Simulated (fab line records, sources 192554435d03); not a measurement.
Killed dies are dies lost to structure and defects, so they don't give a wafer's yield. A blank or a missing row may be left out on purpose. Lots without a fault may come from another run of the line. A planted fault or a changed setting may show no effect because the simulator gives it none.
Which tool did it? | flow n5_finfet | 9 lots, 27 wafers sampled, at 5 steps of a route of 1938

WHAT THE GAUGES READ, wafer by wafer
N5_BEOL_M0_SAQP_OVL_MEAS_41. Usual: M0_CUT1_OVL 0.5 nm, standard deviation 0.56.
lot  | measured     | on         | M0_CUT1_OVL (nm) | flag
L810 | day 7 04:53  | overlay-01 | 1.3 0.6 0.2      |
L819 | day 8 20:08  | overlay-01 | 0.9 0.5 -0.1     |
L821 | day 9 06:59  | overlay-01 | 0.2 0.3 -0.1     |
L823 | day 9 13:28  | overlay-01 | 0.0 0.4 -0.2     |
L825 | day 10 01:37 | overlay-02 | 1.4 0.4 0.4      |
L826 | day 10 09:29 | overlay-02 | 1.0 0.7 0.8      |
L828 | day 10 22:47 | overlay-02 | -0.3 0.6 0.3     |
L832 | day 11 10:52 | overlay-02 | 0.4 1.0 1.7      |
L829 | day 11 18:40 | overlay-02 | 0.7 0.6 0.5      |

N5_BEOL_M4_RC_MEAS_101. Usual: DIBL_N 36.0 mV/V, standard deviation 1.3; DIBL_P 36.2 mV/V, standard deviation 1.7; IOFF_N 0.155 nA/um, standard deviation 0.024; IOFF_P 0.21 nA/um, standard deviation 0.034; ION_N 674 uA/um, standard deviation 9; ION_P 463 uA/um, standard deviation 7.1; SS_N 71.4 mV/dec, standard deviation 0.5; SS_P 73.4 mV/dec, standard deviation 0.57; VT_N 250.0 mV, standard deviation 2.8; VT_P -251 mV, standard deviation 3.2.
lot  | measured     | on        | DIBL_N (mV/V)  | DIBL_P (mV/V)  | IOFF_N (nA/um)    | IOFF_P (nA/um) | ION_N (uA/um) | ION_P (uA/um) | SS_N (mV/dec)  | SS_P (mV/dec)  | VT_N (mV)         | VT_P (mV)      | flag
L810 | day 11 04:40 | prober-01 | 35.0 37.0 36.8 | 35.0 37.2 37.1 | 0.125 0.158 0.155 | 0.17 0.20 0.20 | 663 673 667   | 455 454 458   | 71.2 72.1 71.5 | 73.1 73.6 73.3 | 253.3 252.0 248.5 | -254 -251 -251 |
L819 | day 12 17:15 | prober-02 | 37.5 38.5 37.3 | 39.4 40.3 38.6 | 0.196 0.211 0.194 | 0.24 0.26 0.23 | 679 686 689   | 463 470 464   | 72.0 72.0 71.0 | 74.1 74.4 74.2 | 245.8 245.1 244.4 | -251 -248 -250 |
L821 | day 13 07:53 | prober-01 | 32.6 34.1 34.0 | 33.0 34.6 34.4 | 0.126 0.147 0.142 | 0.17 0.19 0.19 | 665 671 668   | 462 461 451   | 70.7 71.9 71.4 | 72.7 73.3 73.1 | 251.9 247.8 248.8 | -253 -251 -250 |
L823 | day 13 22:28 | prober-01 | 34.8 34.8 34.4 | 35.8 36.5 35.5 | 0.141 0.150 0.139 | 0.19 0.21 0.19 | 666 667 662   | 463 464 457   | 72.3 72.2 71.7 | 73.6 72.3 73.4 | 248.4 252.6 248.3 | -253 -249 -251 |
L825 | day 14 07:26 | prober-02 | 38.0 36.2 36.5 | 38.0 36.0 35.8 | 0.180 0.142 0.143 | 0.24 0.20 0.20 | 680 664 667   | 466 459 463   | 71.8 71.0 71.7 | 73.8 73.3 73.8 | 249.6 249.0 253.3 | -252 -252 -252 |
L826 | day 14 10:12 | prober-01 | 35.4 34.7 35.4 | 37.6 37.2 38.1 | 0.143 0.137 0.149 | 0.19 0.18 0.20 | 670 666 676   | 459 456 467   | 71.4 71.4 72.0 | 73.7 73.1 73.9 | 252.1 250.1 250.3 | -254 -253 -251 |
L828 | day 14 15:31 | prober-01 | 36.7 37.5 36.4 | 36.2 37.5 36.1 | 0.164 0.180 0.156 | 0.24 0.26 0.23 | 680 683 680   | 473 476 472   | 72.1 72.1 72.2 | 73.5 74.1 73.3 | 250.9 251.2 250.9 | -246 -246 -247 |
L832 | day 15 11:43 | prober-01 | 35.7 34.8 34.3 | 34.9 34.3 34.5 | 0.135 0.120 0.121 | 0.20 0.19 0.19 | 676 668 664   | 464 464 464   | 70.9 71.0 70.4 | 73.0 72.4 72.5 | 251.9 255.6 253.3 | -251 -249 -250 |
L829 | day 16 09:26 | prober-01 | 34.5 36.4 35.0 | 35.1 37.7 35.5 | 0.136 0.172 0.146 | 0.18 0.22 0.19 | 669 680 671   | 456 468 467   | 70.9 71.4 71.5 | 73.0 73.1 72.6 | 251.0 246.8 249.7 | -253 -251 -251 |

WHICH TOOL RAN EACH LOT (tool, then ch and the chambers of the sampled wafers, then the start)
lot  | N5_BEOL_M0_SAQP_ETCH_107           | N5_BEOL_M0_SAQP_SPACER2_ETCHBACK_27 | N5_BEOL_M0_SAQP_ALD_48
L810 | rie_diel-03 ch 1,2, day 7 03:32    | rie_diel-03 ch 0,3, day 7 04:20     | ald_sin-02 ch 2,3, day 7 06:10
L819 | rie_diel-06 ch 1,2, day 8 18:28    | rie_diel-01 ch 0,2,3, day 8 19:28   | ald_sin-01 ch 1,2,3, day 8 21:05
L821 | rie_diel-06 ch 0,3, day 9 05:28    | rie_diel-03 ch 1,2,3, day 9 06:19   | ald_sin-01 ch 1,2,3, day 9 07:34
L823 | rie_diel-01 ch 1,2,3, day 9 11:59  | rie_diel-01 ch 1,2,3, day 9 12:47   | ald_sin-02 ch 0,3, day 9 13:50
L825 | rie_diel-01 ch 0,1,2, day 10 00:08 | rie_diel-03 ch 0,2,3, day 10 00:56  | ald_sin-02 ch 0,3, day 10 02:16
L826 | rie_diel-03 ch 0,2,3, day 10 08:07 | rie_diel-03 ch 0,1,2, day 10 08:56  | ald_sin-02 ch 1,2, day 10 09:56
L828 | rie_diel-06 ch 0,2,3, day 10 21:20 | rie_diel-03 ch 0,1,3, day 10 22:07  | ald_sin-02 ch 1,2, day 11 00:17
L832 | rie_diel-03 ch 0,1,3, day 11 09:25 | rie_diel-06 ch 1,2,3, day 11 10:19  | ald_sin-03 ch 1,3, day 11 11:16
L829 | rie_diel-03 ch 0,1,2, day 11 16:09 | rie_diel-06 ch 0,1,2, day 11 18:08  | ald_sin-02 ch 0,2,3, day 11 19:19
- N5_BEOL_M0_SAQP_ETCH_107: etches SiNx in CH3F/O2, target depth 30 nm.
- N5_BEOL_M0_SAQP_SPACER2_ETCHBACK_27: etches SiO2 in CHF3/O2, target depth 22.5 nm, time 11.25 s.
- N5_BEOL_M0_SAQP_ALD_48: deposits SiO2, target thk 20 nm, pulse time 1 s, co reactant pulse time 1 s.

WHAT THE TOOLS THEMSELVES READ (means of the sampled wafers that have a number; where no wafer has one, the mark that the record gives instead)
N5_BEOL_M0_SAQP_ETCH_107. Usual: drypump_motor_current_A 5.9 A, standard deviation 0.56; oes_product_au 0.79 a.u., standard deviation 0.083; rf_vpp_V 298.2 V, standard deviation 2.9; showerhead_plenum_p_Torr 2.01 Torr, standard deviation 0.068; throttle_valve_pct 16.46 %, standard deviation 0.19.
lot  | tool        | drypump_motor_current_A (A) | oes_product_au (a.u.) | rf_vpp_V (V) | showerhead_plenum_p_Torr (Torr) | throttle_valve_pct (%) | flag
L810 | rie_diel-03 | 5.4                         | 0.76                  | 299.3        | 2.04                            | 16.28                  |
L819 | rie_diel-06 | 6.0                         | 0.75                  | 295.1        | 1.97                            | 16.48                  |
L821 | rie_diel-06 | 6.0                         | 0.75                  | 299.8        | 2.05                            | 16.67                  |
L823 | rie_diel-01 | 6.2                         | 0.87                  | 298.6        | 2.03                            | 16.38                  |
L825 | rie_diel-01 | 6.4                         | 0.80                  | 298.8        | 2.02                            | 16.49                  |
L826 | rie_diel-03 | 5.3                         | 0.78                  | 300.2        | 2.03                            | 16.50                  |
L828 | rie_diel-06 | 6.0                         | 0.76                  | 298.7        | 2.00                            | 16.59                  |
L832 | rie_diel-03 | 5.6                         | 0.76                  | 297.5        | 1.97                            | 16.36                  |
L829 | rie_diel-03 | 5.6                         | 0.72                  | 297.5        | 1.99                            | 16.41                  |

N5_BEOL_M0_SAQP_SPACER2_ETCHBACK_27. Usual: drypump_motor_current_A 5.8 A, standard deviation 0.55; oes_product_au 0.80 a.u., standard deviation 0.083; rf_vpp_V 525 V, standard deviation 5.2; showerhead_plenum_p_Torr 2.42 Torr, standard deviation 0.073; throttle_valve_pct 18.98 %, standard deviation 0.21.
lot  | tool        | drypump_motor_current_A (A) | oes_product_au (a.u.) | rf_vpp_V (V) | showerhead_plenum_p_Torr (Torr) | throttle_valve_pct (%) | flag
L810 | rie_diel-03 | 5.4                         | 0.86                  | 526          | 2.43                            | 18.96                  |
L819 | rie_diel-01 | 6.4                         | 0.89                  | 525          | 2.42                            | 19.07                  |
L821 | rie_diel-03 | 5.5                         | 0.80                  | 526          | 2.42                            | 18.81                  |
L823 | rie_diel-01 | 6.2                         | 0.87                  | 524          | 2.44                            | 18.94                  |
L825 | rie_diel-03 | 5.3                         | 0.78                  | 528          | 2.45                            | 19.03                  |
L826 | rie_diel-03 | 5.6                         | 0.73                  | 524          | 2.40                            | 18.92                  |
L828 | rie_diel-03 | 5.7                         | 0.77                  | 523          | 2.38                            | 18.87                  |
L832 | rie_diel-06 | 5.6                         | 0.85                  | 525          | 2.40                            | 18.94                  |
L829 | rie_diel-06 | 6.0                         | 0.81                  | 526          | 2.42                            | 19.00                  |

N5_BEOL_M0_SAQP_ALD_48. Usual: heater_power_w 75 W, standard deviation 9.1; precursor_pulse_height_rel 1.001, standard deviation 0.02.
lot  | tool       | heater_power_w (W) | precursor_pulse_height_rel | flag
L810 | ald_sin-02 | 68                 | 1.002                      |
L819 | ald_sin-01 | 76                 | 1.011                      |
L821 | ald_sin-01 | 76                 | 1.007                      |
L823 | ald_sin-02 | 71                 | 1.003                      |
L825 | ald_sin-02 | 72                 | 0.988                      |
L826 | ald_sin-02 | 71                 | 1.013                      |
L828 | ald_sin-02 | 70                 | 1.013                      |
L832 | ald_sin-03 | 81                 | 0.978                      |
L829 | ald_sin-02 | 69                 | 1.002                      |

THE ANSWER, worked out from the rows above alone
Rule: a lot is off if the mean of its wafers that have a number lies more than 3 standard deviations from the usual mean. A lot without any number at a reading at which 4 lots or more have one is off too. The other lots that the step has rows for count as sound. The gauges are gone through in route order, then the tools' own readings, and for those a lot's mean is taken as printed above. The first step at which some lot is off is used, and at that step the reading that is off furthest; a lot without a number counts as furthest.
No lot is off at any reading shown: from this, nothing can be told.

WHAT THE SIMULATOR HAD PUT IN
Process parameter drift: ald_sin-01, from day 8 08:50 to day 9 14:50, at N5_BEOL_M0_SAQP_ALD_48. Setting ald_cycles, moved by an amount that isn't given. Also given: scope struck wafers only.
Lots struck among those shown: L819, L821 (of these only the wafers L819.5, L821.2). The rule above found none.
